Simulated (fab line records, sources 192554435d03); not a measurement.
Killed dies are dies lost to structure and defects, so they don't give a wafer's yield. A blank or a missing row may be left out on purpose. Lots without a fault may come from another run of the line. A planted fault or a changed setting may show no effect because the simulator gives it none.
Chamber matching | flow n5_finfet | N5_BEOL_M1_CO_CAP_55 on cvd_co-01: 3 sister chambers
The step material Co, precursor CCTBA/H2, target thk 2 nm, time 102.1 s. 3 wafers are shown with their chamber, then 9 later ones without.

WAFERS WITH THEIR CHAMBER
wafer  | chamber | heater_power_w (W)
L082.1 | 0       | 222
L082.3 | 2       | 237
L082.4 | 1       | 240

WAFERS WITHOUT THEIR CHAMBER
wafer  | heater_power_w (W)
L084.1 | 229
L084.2 | 246
L084.4 | 226
L086.1 | 230
L086.4 | 219
L086.6 | 241
L087.2 | 222
L087.3 | 244
L087.5 | 242

WHICH CHAMBER EACH WENT THROUGH
wafer  | from the rows above          | in truth
L084.1 | can't be placed: 0 or 2 or 1 | 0
L084.2 | can't be placed: 1 or 2      | 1
L084.4 | can't be placed: 0 or 2      | 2
L086.1 | can't be placed: 2 or 0 or 1 | 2
L086.4 | 0                            | 0
L086.6 | can't be placed: 1 or 2      | 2
L087.2 | 0                            | 0
L087.3 | can't be placed: 1 or 2      | 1
L087.5 | can't be placed: 1 or 2      | 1
Placed correctly: 2 of 9. Can't be placed from these rows: 7 (the true chamber is among the candidates in 7). Placed wrongly: 0.
How it was worked out, from the rows above alone: a wafer's distance from a chamber is the root of the sum, over the readings, of the square of ((its reading less the chamber's mean) divided by the reading's scatter). The wafer belongs to the nearest chamber; if the next one is less than 2 further off, it can't be placed. A chamber's mean is the mean of its shown wafers. The scatter: with one shown wafer a chamber, the root of the mean of the squares of how far each hidden wafer lies from its nearest shown one.
